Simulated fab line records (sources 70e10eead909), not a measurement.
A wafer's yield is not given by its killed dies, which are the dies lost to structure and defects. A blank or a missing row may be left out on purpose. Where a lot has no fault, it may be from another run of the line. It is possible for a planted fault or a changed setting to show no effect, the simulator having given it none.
Which tool did it? | flow nand harc | 11 lots with 33 wafers sampled at 6 steps, on a route of 1159 steps

## WHAT THE GAUGES READ, wafer by wafer
NHARC_P_M0_OVL_MEAS_10: pitch 180 nm. Usual: overlay x nm 0.1 nm, standard deviation 0.76; overlay y nm -0.1 nm, standard deviation 0.62.
lot  | measured     | on         | overlay x nm (nm) | overlay y nm (nm) | flag
L774 | day 5 14:50  | overlay-02 | 1.4 1.6 1.3       | -0.1 0.1 -0.7     |
L775 | day 6 04:59  | overlay-01 | -0.6 0.5 0.5      | 0.6 0.1 0.3       |
L779 | day 7 09:01  | overlay-02 | -0.8 -0.6 -1.1    | -0.6 -1.3 -0.9    |
L781 | day 7 13:37  | overlay-02 | 0.5 0.9 1.0       | 0.1 0.0 -0.4      |
L782 | day 7 17:03  | overlay-02 | 0.3 1.0 0.8       | -0.6 -0.8 -0.5    |
L783 | day 7 17:12  | overlay-02 | 0.9 0.7 0.8       | 0.0 -0.2 -0.3     |
L784 | day 8 09:08  | overlay-01 | -0.8 -0.2 -0.2    | -1.3 -0.7 -1.2    |
L790 | day 9 21:15  | overlay-02 | 0.5 0.8 0.4       | -0.1 -0.7 -0.6    |
L792 | day 10 00:23 | overlay-02 | -1.2 -1.5 -1.7    | 0.1 0.1 0.0       |
L793 | day 10 07:25 | overlay-01 | -0.6 0.0 -0.6     | -1.0 -0.2 0.0     |
L796 | day 11 06:32 | overlay-01 | 0.1 -0.2 0.0      | 0.8 0.8 0.3       |

NHARC_P_M1_CD_MEAS_09: the cd target is 130 nm. Usual: cd nm reads 130.1 nm (standard deviation 0.6).
lot  | measured     | on        | cd nm (nm)        | flag
L774 | day 5 19:08  | cd sem-03 | 131.3 130.8 131.1 |
L775 | day 6 08:57  | cd sem-03 | 131.0 130.6 131.0 |
L779 | day 7 13:02  | cd sem-03 | 128.8 129.1 129.9 |
L781 | day 7 17:51  | cd sem-03 | 129.7 130.4 130.6 |
L782 | day 7 21:01  | cd sem-02 | 129.7 129.6 128.9 |
L783 | day 7 21:20  | cd sem-02 | 130.5 131.1 130.0 |
L784 | day 8 13:10  | cd sem-02 | 129.5 130.5 130.2 |
L790 | day 10 02:11 | cd sem-01 | 166.1 165.7 166.1 | OFF
L792 | day 10 04:25 | cd sem-02 | 165.2 166.1 166.8 | OFF
L793 | day 10 12:15 | cd sem-02 | 167.0 166.6 166.4 | OFF
L796 | day 11 10:26 | cd sem-03 | 130.2 129.5 129.3 |

NHARC_P_M1_OVL_MEAS_10: pitch 260 nm. Usual: overlay x nm 0.1 nm, standard deviation 0.69; overlay y nm 0.0 nm, standard deviation 0.81.
lot  | measured     | on         | overlay x nm (nm) | overlay y nm (nm) | flag
L774 | day 5 19:14  | overlay-01 | 1.0 1.0 0.0       | 1.1 1.4 1.3       |
L775 | day 6 09:02  | overlay-01 | 0.3 -1.0 0.0      | -0.3 0.2 0.1      |
L779 | day 7 13:07  | overlay-02 | -1.3 -0.4 -0.7    | -0.3 -0.3 0.0     |
L781 | day 7 17:56  | overlay-01 | -0.2 -0.3 -0.6    | -0.7 -1.4 -0.7    |
L782 | day 7 21:07  | overlay-02 | -0.1 -0.1 -0.1    | 0.0 -0.3 -0.2     |
L783 | day 7 21:25  | overlay-02 | 1.6 1.3 1.0       | -1.0 -1.2 -1.5    |
L784 | day 8 13:16  | overlay-01 | 1.1 1.5 0.5       | -0.6 -0.8 0.1     |
L790 | day 10 02:16 | overlay-02 | -0.2 -0.1 -0.1    | 0.0 -0.1 -0.2     |
L792 | day 10 04:31 | overlay-02 | 0.4 -0.1 0.2      | -0.7 -0.5 -0.7    |
L793 | day 10 12:20 | overlay-01 | 0.7 0.6 0.5       | 0.1 0.1 -0.3      |
L796 | day 11 10:32 | overlay-01 | 0.6 1.0 0.8       | 0.0 0.1 0.2       |

NHARC_END_SORT_01. Usual: defect limited yield 95.2 %, standard deviation 1.6; killed at array 28, standard deviation 11; killed at other 0.8, standard deviation 1.3; killed at periphery 3.6, standard deviation 2.5; killed dies 32, standard deviation 11; killed open 3.0, standard deviation 1.8; killed short 2.0, standard deviation 1.5; sort_bin_2_pct 1.5 %, standard deviation 0.66; sort_bin_3_pct 0.25 %, standard deviation 0.23; sort_bin_4_pct 3.0 %, standard deviation 1.1; sort n pass 645, standard deviation 11; sort rim yield pct 96.0 %, standard deviation 2.9; sort yield pct 95.2 %, standard deviation 1.6.
lot  | measured     | on        | defect limited yield (%) | killed at array | killed at other | killed at periphery | killed dies | killed open | killed short | sort_bin_2_pct (%) | sort_bin_3_pct (%) | sort_bin_4_pct (%) | sort n pass | sort rim yield pct (%) | sort yield pct (%) | flag
L793 | day 23 19:44 | prober-02 | 91.9                     | 46              | 2               | 7                   | 55          | 4           | 5            | 2.7                | 0.44               | 5.0                | 622         | 90.6                   | 91.9               |

## TOOL THAT RAN EACH LOT (tool first, then ch and the chambers of the sampled wafers, then the start)
lot  | NHARC_P_M1_PEB_07                 | NHARC_P_M1_DESCUM_14
L774 | litho track-01 ch 0, day 5 19:04  | rie diel-12 ch 0,2,3, day 5 19:20
L775 | litho track-04 ch 0, day 6 08:52  | rie diel-12 ch 0,3, day 6 09:08
L779 | litho track-01 ch 0, day 7 12:57  | rie diel-08 ch 1,3, day 7 13:13
L781 | litho track-06 ch 0, day 7 17:46  | rie diel-08 ch 0,2, day 7 18:02
L782 | litho track-01 ch 0, day 7 20:56  | rie diel-12 ch 0,3, day 7 21:12
L783 | litho track-06 ch 0, day 7 21:15  | rie diel-08 ch 0,1,2, day 7 21:32
L784 | litho track-06 ch 0, day 8 13:05  | rie diel-08 ch 1,3, day 8 13:22
L790 | litho track-01 ch 0, day 10 02:06 | rie diel-04 ch 0,1,2, day 10 02:22
L792 | litho track-01 ch 0, day 10 04:20 | rie diel-12 ch 0,2,3, day 10 04:37
L793 | litho track-01 ch 0, day 10 12:11 | rie diel-08 ch 0,1,2, day 10 12:27
L796 | litho track-06 ch 0, day 11 10:22 | rie diel-04 ch 0,1,3, day 11 10:39
- NHARC_P_M1_PEB_07: peb time 65 s.
- NHARC_P_M1_DESCUM_14: chemistry O2, time 3 s.

## AS READ BY THE TOOLS THEMSELVES (means over the sampled wafers that have a number; for cases with no such wafer, the mark the record gives instead)
NHARC_P_M1_PEB_07. Usual: chill plate temp C 23.01 C, standard deviation 0.11; heater power total W 156.6 W, standard deviation 0.41; plate temp C 100.00 C, standard deviation 0.14.
lot  | tool           | chill plate temp C (C) | heater power total W (W) | plate temp C (C) | flag
L774 | litho track-01 | 23.13                  | 156.6                    | 99.86            |
L775 | litho track-04 | 23.05                  | 156.6                    | 99.90            |
L779 | litho track-01 | 22.86                  | 156.5                    | 100.10           |
L781 | litho track-06 | 23.03                  | 156.6                    | 99.99            |
L782 | litho track-01 | 23.20                  | 156.9                    | 100.06           |
L783 | litho track-06 | 22.98                  | 156.7                    | 99.97            |
L784 | litho track-06 | 22.97                  | 156.6                    | 100.01           |
L790 | litho track-01 | 22.98                  | 186.9                    | 114.09           | OFF
L792 | litho track-01 | 22.90                  | 186.6                    | 113.95           | OFF
L793 | litho track-01 | 22.99                  | 187.1                    | 113.89           | OFF
L796 | litho track-06 | 23.04                  | 156.3                    | 99.82            |

NHARC_P_M1_DESCUM_14. Usual: drypump motor current A 5.6 A, standard deviation 0.45; o2 flow sccm 200.0 sccm, standard deviation 0.54; oes product au 0.999 a.u., standard deviation 0.0068; rf vpp V 57.9 V, standard deviation 0.9; showerhead plenum p Torr 1.93 Torr, standard deviation 0.074; throttle valve pct 11.312 %, standard deviation 0.0089.
lot  | tool        | drypump motor current A (A) | o2 flow sccm (sccm) | oes product au (a.u.) | rf vpp V (V) | showerhead plenum p Torr (Torr) | throttle valve pct (%) | flag
L774 | rie diel-12 | 6.0                         | 199.6               | 0.999                 | 57.8         | 1.96                            | 11.309                 |
L775 | rie diel-12 | 6.0                         | 199.8               | 1.004                 | 57.6         | 1.91                            | 11.313                 |
L779 | rie diel-08 | 5.4                         | 199.9               | 1.005                 | 57.9         | 1.96                            | 11.308                 |
L781 | rie diel-08 | 5.2                         | 200.0               | 0.991                 | 58.8         | 1.99                            | 11.310                 |
L782 | rie diel-12 | 6.0                         | 200.3               | 1.004                 | 57.4         | 1.90                            | 11.314                 |
L783 | rie diel-08 | 5.2                         | 200.2               | 0.989                 | 58.0         | 1.97                            | 11.309                 |
L784 | rie diel-08 | 5.4                         | 200.1               | 0.996                 | 57.9         | 1.96                            | 11.314                 |
L790 | rie diel-04 | 5.5                         | 200.0               | 0.998                 | 57.3         | 1.88                            | 11.312                 |
L792 | rie diel-12 | 6.0                         | 199.8               | 1.002                 | 57.5         | 1.96                            | 11.312                 |
L793 | rie diel-08 | 5.2                         | 200.1               | 1.003                 | 57.2         | 1.97                            | 11.312                 |
L796 | rie diel-04 | 5.9                         | 200.3               | 0.997                 | 57.4         | 1.86                            | 11.319                 |

## THE ANSWER, worked out from the rows above alone
Rule: lot off if the mean of its wafers having a number is beyond 3 standard deviations from the usual mean. A lot without any number at a reading at which 4 lots or more have one is off too. Where the step has rows for the other lots, those lots are counted as sound. The gauges are gone through in route order, then the tools' own readings, and for those a lot's mean is taken as printed above. The first step at which some lot is off is used, and at that step the reading that is off furthest; a lot without a number counts as furthest.
Off at NHARC_P_M1_CD_MEAS_09 (cd nm): L790, L792, L793.
A tool fits if, at a process step before that reading, it ran every lot that is off, and no sound lot after the first of them. The gauges at NHARC_P_M1_CD_MEAS_09 aren't tried: what is off there is off at NHARC_P_M1_PEB_07 too, on other tools, and a gauge's error can't cause that. One fits: litho track-01 at NHARC_P_M1_PEB_07. A fault onset in the window from L782 (day 7 20:56, its last sound lot) to L790 (day 10 02:06, its first lot off) fits.
The tool's own readings at NHARC_P_M1_PEB_07 bear it out: on the lots that are off they differ by more than 5 times the standard deviation of the sound lots' means. heater power total W reads 186.9 W there against 156.6 W on the sound lots; plate temp C reads 113.98 C there against 99.96 C on the sound lots.

## WHAT THE SIMULATOR HAD PUT IN
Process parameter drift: litho track-01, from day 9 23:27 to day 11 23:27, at NHARC_P_M1_PEB_07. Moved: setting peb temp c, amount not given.
Shown lots that were struck: L790, L792, L793. This agrees with what the rule above found.
